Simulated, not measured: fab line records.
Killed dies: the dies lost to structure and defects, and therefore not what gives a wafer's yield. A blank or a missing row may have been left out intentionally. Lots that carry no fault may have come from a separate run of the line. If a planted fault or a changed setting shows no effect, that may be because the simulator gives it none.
Which tool is to blame? :: flow n5Finfet :: 10 lots, 30 wafers sampled, at 7 steps of a route of 1938

== WHAT THE GAUGES READ, wafer by wafer ==
N5_FIN_SAQP_THK_MEAS_05.
lot: L231
measured: day 2 08:50
on: filmMetro-02
thkNm (nm): 38.1 38.0 38.3

lot: L232
measured: day 2 14:46
on: filmMetro-02
thkNm (nm): 38.0 37.6 38.3

lot: L242
measured: day 5 03:29
on: filmMetro-02
thkNm (nm): 38.1 38.7 38.0

lot: L243
measured: day 5 08:49
on: filmMetro-01
thkNm (nm): 37.5 37.6 38.4

lot: L244
measured: day 5 15:42
on: filmMetro-01
thkNm (nm): 37.9 38.0 38.5

lot: L245
measured: day 5 21:52
on: filmMetro-01
thkNm (nm): 38.5 38.8 39.1

lot: L246
measured: day 6 03:50
on: filmMetro-01
thkNm (nm): 38.0 37.9 38.5

lot: L248
measured: day 6 15:14
on: filmMetro-01
thkNm (nm): 37.6 37.0 38.0

lot: L249
measured: day 6 21:08
on: filmMetro-02
thkNm (nm): 38.0 37.7 39.0

lot: L251
measured: day 7 08:49
on: filmMetro-01
thkNm (nm): 38.6 38.7 38.8

N5_FIN_SAQP_INSPECT_18: inspects for defects (brightfield).
lot: L231
measured: day 2 09:28
on: defectInspect-02
rawDefectCount: 194 273 227

lot: L232
measured: day 2 15:26
on: defectInspect-02
rawDefectCount: 390 469 399

lot: L242
measured: day 5 04:08
on: defectInspect-01
rawDefectCount: 990 1982 548

lot: L243
measured: day 5 09:35
on: defectInspect-01
rawDefectCount: 312 1557 286

lot: L244
measured: day 5 16:27
on: defectInspect-02
rawDefectCount: 403 456 336

lot: L245
measured: day 5 22:30
on: defectInspect-01
rawDefectCount: 403 299 359

lot: L246
measured: day 6 04:28
on: defectInspect-01
rawDefectCount: 251 320 235

lot: L248
measured: day 6 15:52
on: defectInspect-02
rawDefectCount: 306 459 341

lot: L249
measured: day 6 21:53
on: defectInspect-01
rawDefectCount: 394 236 305

lot: L251
measured: day 7 09:35
on: defectInspect-01
rawDefectCount: 254 361 361

N5_FIN_SAQP_INSPECT_40: inspects for defects (brightfield).
lot: L231
measured: day 2 13:47
on: defectInspect-02
rawDefectCount: 127 200 208

lot: L232
measured: day 2 20:20
on: defectInspect-02
rawDefectCount: 216 377 329

lot: L242
measured: day 5 08:52
on: defectInspect-01
rawDefectCount: 220 1370 238

lot: L243
measured: day 5 13:46
on: defectInspect-01
rawDefectCount: 242 1293 200

lot: L244
measured: day 5 21:13
on: defectInspect-02
rawDefectCount: 214 230 241

lot: L245
measured: day 6 04:04
on: defectInspect-02
rawDefectCount: 231 203 274

lot: L246
measured: day 6 09:17
on: defectInspect-02
rawDefectCount: 272 256 218

lot: L248
measured: day 6 20:40
on: defectInspect-02
rawDefectCount: 150 197 144

lot: L249
measured: day 7 02:37
on: defectInspect-02
rawDefectCount: 252 115 208

lot: L251
measured: day 7 14:13
on: defectInspect-01
rawDefectCount: 121 168 169

N5_FIN_CUT_INSPECT_10: inspects for defects (brightfield).
lot: L231
measured: day 2 14:19
on: defectInspect-02
rawDefectCount: 28 39 56

lot: L232
measured: day 2 20:44
on: defectInspect-02
rawDefectCount: 38 62 51

lot: L242
measured: day 5 09:15
on: defectInspect-01
rawDefectCount: 46 1033 38

lot: L243
measured: day 5 14:10
on: defectInspect-02
rawDefectCount: 57 1073 44

lot: L244
measured: day 5 21:36
on: defectInspect-02
rawDefectCount: 50 49 43

lot: L245
measured: day 6 04:27
on: defectInspect-02
rawDefectCount: 36 30 33

lot: L246
measured: day 6 09:40
on: defectInspect-02
rawDefectCount: 52 49 45

lot: L248
measured: day 6 21:03
on: defectInspect-02
rawDefectCount: 36 41 17

lot: L249
measured: day 7 03:01
on: defectInspect-02
rawDefectCount: 36 20 29

lot: L251
measured: day 7 14:37
on: defectInspect-02
rawDefectCount: 34 35 33

== WHICH TOOL RAN EACH LOT (tool, then ch and the chambers of the sampled wafers, then the start) ==
lot: L231
N5_PMOS_HMC_CHANNEL_EPI_EPI_26: epiRpcvd-04 ch 0, day 2 07:25
N5_FIN_SAQP_PECVD_47: pecvd-04 ch 0,1,2, day 2 08:52
N5_FIN_SAQP_PECVD_06: pecvd-04 ch 0,1,2, day 2 08:57

lot: L232
N5_PMOS_HMC_CHANNEL_EPI_EPI_26: epiRpcvd-02 ch 0, day 2 13:55
N5_FIN_SAQP_PECVD_47: pecvd-04 ch 0,1,2, day 2 14:49
N5_FIN_SAQP_PECVD_06: pecvd-04 ch 0,1,2, day 2 14:55

lot: L242
N5_PMOS_HMC_CHANNEL_EPI_EPI_26: epiRpcvd-04 ch 0, day 5 02:11
N5_FIN_SAQP_PECVD_47: pecvd-04 ch 0,1,2, day 5 03:31
N5_FIN_SAQP_PECVD_06: pecvd-04 ch 0,1,2, day 5 03:35

lot: L243
N5_PMOS_HMC_CHANNEL_EPI_EPI_26: epiRpcvd-01 ch 0, day 5 07:49
N5_FIN_SAQP_PECVD_47: pecvd-04 ch 0,1, day 5 08:52
N5_FIN_SAQP_PECVD_06: pecvd-04 ch 0,1, day 5 08:56

lot: L244
N5_PMOS_HMC_CHANNEL_EPI_EPI_26: epiRpcvd-04 ch 0, day 5 14:34
N5_FIN_SAQP_PECVD_47: pecvd-01 ch 1,2, day 5 15:44
N5_FIN_SAQP_PECVD_06: pecvd-01 ch 1,2, day 5 15:49

lot: L245
N5_PMOS_HMC_CHANNEL_EPI_EPI_26: epiRpcvd-01 ch 0, day 5 20:49
N5_FIN_SAQP_PECVD_47: pecvd-03 ch 0,2, day 5 21:54
N5_FIN_SAQP_PECVD_06: pecvd-03 ch 0,2, day 5 21:59

lot: L246
N5_PMOS_HMC_CHANNEL_EPI_EPI_26: epiRpcvd-04 ch 0, day 6 02:48
N5_FIN_SAQP_PECVD_47: pecvd-01 ch 0,1,2, day 6 03:52
N5_FIN_SAQP_PECVD_06: pecvd-01 ch 0,1,2, day 6 03:58

lot: L248
N5_PMOS_HMC_CHANNEL_EPI_EPI_26: epiRpcvd-04 ch 0, day 6 14:08
N5_FIN_SAQP_PECVD_47: pecvd-03 ch 0,1,2, day 6 15:16
N5_FIN_SAQP_PECVD_06: pecvd-03 ch 0,1,2, day 6 15:21

lot: L249
N5_PMOS_HMC_CHANNEL_EPI_EPI_26: epiRpcvd-02 ch 0, day 6 20:11
N5_FIN_SAQP_PECVD_47: pecvd-01 ch 0,1,2, day 6 21:10
N5_FIN_SAQP_PECVD_06: pecvd-01 ch 0,1,2, day 6 21:15

lot: L251
N5_PMOS_HMC_CHANNEL_EPI_EPI_26: epiRpcvd-04 ch 0, day 7 07:34
N5_FIN_SAQP_PECVD_47: pecvd-01 ch 0,1,2, day 7 08:52
N5_FIN_SAQP_PECVD_06: pecvd-01 ch 0,1,2, day 7 08:56
- N5_PMOS_HMC_CHANNEL_EPI_EPI_26: deposits Si from SiH4/H2, target thk 3.8 nm, time 22.7 s.
- N5_FIN_SAQP_PECVD_47: deposits a-Si from SiH4/He, target thk 45 nm, time 36.3 s.
- N5_FIN_SAQP_PECVD_06: deposits a-Si from SiH4/He, target thk 60 nm, time 48.1 s.

== AS READ BY THE TOOLS THEMSELVES (means over the sampled wafers that have a number; for cases with no such wafer, the mark the record gives instead) ==
N5_PMOS_HMC_CHANNEL_EPI_EPI_26.
lot: L231
tool: epiRpcvd-04
lampInnerPct (%): 13.3
susceptorTempC (C): 649.6
throttleValvePct (%): 11.47

lot: L232
tool: epiRpcvd-02
lampInnerPct (%): 13.7
susceptorTempC (C): 650.1
throttleValvePct (%): 11.62

lot: L242
tool: epiRpcvd-04
lampInnerPct (%): 13.4
susceptorTempC (C): 650.2
throttleValvePct (%): 11.36

lot: L243
tool: epiRpcvd-01
lampInnerPct (%): 15.4
susceptorTempC (C): 650.2
throttleValvePct (%): 11.47

lot: L244
tool: epiRpcvd-04
lampInnerPct (%): 13.3
susceptorTempC (C): 649.9
throttleValvePct (%): 11.45

lot: L245
tool: epiRpcvd-01
lampInnerPct (%): 15.3
susceptorTempC (C): 650.0
throttleValvePct (%): 11.68

lot: L246
tool: epiRpcvd-04
lampInnerPct (%): 13.3
susceptorTempC (C): 649.9
throttleValvePct (%): 11.37

lot: L248
tool: epiRpcvd-04
lampInnerPct (%): 13.4
susceptorTempC (C): 649.8
throttleValvePct (%): 11.32

lot: L249
tool: epiRpcvd-02
lampInnerPct (%): 13.7
susceptorTempC (C): 650.0
throttleValvePct (%): 11.41

lot: L251
tool: epiRpcvd-04
lampInnerPct (%): 13.3
susceptorTempC (C): 650.2
throttleValvePct (%): 11.21

N5_FIN_SAQP_PECVD_47.
lot: L231
tool: pecvd-04
heaterPowerW (W): 809
showerheadPlenumPTorr (Torr): 5.72
susceptorTempC (C): 399.97
throttleValvePct (%): 18.2

lot: L232
tool: pecvd-04
heaterPowerW (W): 838
showerheadPlenumPTorr (Torr): 5.71
susceptorTempC (C): 399.78
throttleValvePct (%): 18.2

lot: L242
tool: pecvd-04
heaterPowerW (W): 873
showerheadPlenumPTorr (Torr): 5.72
susceptorTempC (C): 400.02
throttleValvePct (%): 18.2

lot: L243
tool: pecvd-04
heaterPowerW (W): 768
showerheadPlenumPTorr (Torr): 5.71
susceptorTempC (C): 399.97
throttleValvePct (%): 18.4

lot: L244
tool: pecvd-01
heaterPowerW (W): 857
showerheadPlenumPTorr (Torr): 5.70
susceptorTempC (C): 399.70
throttleValvePct (%): 17.3

lot: L245
tool: pecvd-03
heaterPowerW (W): 929
showerheadPlenumPTorr (Torr): 5.67
susceptorTempC (C): 400.22
throttleValvePct (%): 19.1

lot: L246
tool: pecvd-01
heaterPowerW (W): 811
showerheadPlenumPTorr (Torr): 5.66
susceptorTempC (C): 399.99
throttleValvePct (%): 17.2

lot: L248
tool: pecvd-03
heaterPowerW (W): 917
showerheadPlenumPTorr (Torr): 5.68
susceptorTempC (C): 399.79
throttleValvePct (%): 18.5

lot: L249
tool: pecvd-01
heaterPowerW (W): 833
showerheadPlenumPTorr (Torr): 5.66
susceptorTempC (C): 400.10
throttleValvePct (%): 17.5

lot: L251
tool: pecvd-01
heaterPowerW (W): 820
showerheadPlenumPTorr (Torr): 5.66
susceptorTempC (C): 399.86
throttleValvePct (%): 17.4

N5_FIN_SAQP_PECVD_06.
lot: L231
tool: pecvd-04
heaterPowerW (W): 812
showerheadPlenumPTorr (Torr): 5.72
susceptorTempC (C): 400.25
throttleValvePct (%): 18.3

lot: L232
tool: pecvd-04
heaterPowerW (W): 825
showerheadPlenumPTorr (Torr): 5.71
susceptorTempC (C): 400.03
throttleValvePct (%): 18.0

lot: L242
tool: pecvd-04
heaterPowerW (W): 798
showerheadPlenumPTorr (Torr): 5.72
susceptorTempC (C): 400.00
throttleValvePct (%): 18.2

lot: L243
tool: pecvd-04
heaterPowerW (W): 764
showerheadPlenumPTorr (Torr): 5.71
susceptorTempC (C): 399.93
throttleValvePct (%): 18.1

lot: L244
tool: pecvd-01
heaterPowerW (W): 902
showerheadPlenumPTorr (Torr): 5.69
susceptorTempC (C): 399.80
throttleValvePct (%): 17.1

lot: L245
tool: pecvd-03
heaterPowerW (W): 862
showerheadPlenumPTorr (Torr): 5.67
susceptorTempC (C): 399.99
throttleValvePct (%): 19.0

lot: L246
tool: pecvd-01
heaterPowerW (W): 823
showerheadPlenumPTorr (Torr): 5.65
susceptorTempC (C): 400.24
throttleValvePct (%): 17.6

lot: L248
tool: pecvd-03
heaterPowerW (W): 949
showerheadPlenumPTorr (Torr): 5.67
susceptorTempC (C): 399.96
throttleValvePct (%): 18.4

lot: L249
tool: pecvd-01
heaterPowerW (W): 797
showerheadPlenumPTorr (Torr): 5.65
susceptorTempC (C): 399.86
throttleValvePct (%): 17.5

lot: L251
tool: pecvd-01
heaterPowerW (W): 817
showerheadPlenumPTorr (Torr): 5.66
susceptorTempC (C): 399.98
throttleValvePct (%): 17.5

== THE ANSWER, worked out from the rows above alone ==
Rule: the usual values come from the lots themselves. Put in order of their means at a reading, lots are off if they are a third of the lots or fewer, leave a main group of 4 or more, and stand apart from it by a gap of 3 or more times the standard deviation of the main group's means; of several such gaps the widest counts. If all means in a main group match to the digits the tables above print for the reading, that group is not used. A lot without any number at a reading at which 4 lots or more have one is off too. Where the step has rows for the other lots, those lots are counted as sound. Order of review: gauges by route order, followed by the tools' own readings, for which a lot's mean as printed above is used. The first step at which some lot is off is used, and at that step the reading that is off furthest; a lot without a number counts as furthest.
Off: L242, L243, at N5_FIN_SAQP_INSPECT_18 (rawDefectCount). Mean 335 and standard deviation 60 in the main group.
If a tool, at a process step before that reading, ran all the lots that are off and no sound lot after the first of them, it fits. Gauges at N5_FIN_SAQP_INSPECT_18: tried the same way as those tools. One candidate fits, namely pecvd-04 at N5_FIN_SAQP_PECVD_47 and N5_FIN_SAQP_PECVD_06. At N5_FIN_SAQP_PECVD_47 its last sound lot is L232 (day 2 14:49), its first lot that is off L242 (day 5 03:31): a fault that began between those two fits.

== WHAT WAS PUT IN BY THE SIMULATOR ==
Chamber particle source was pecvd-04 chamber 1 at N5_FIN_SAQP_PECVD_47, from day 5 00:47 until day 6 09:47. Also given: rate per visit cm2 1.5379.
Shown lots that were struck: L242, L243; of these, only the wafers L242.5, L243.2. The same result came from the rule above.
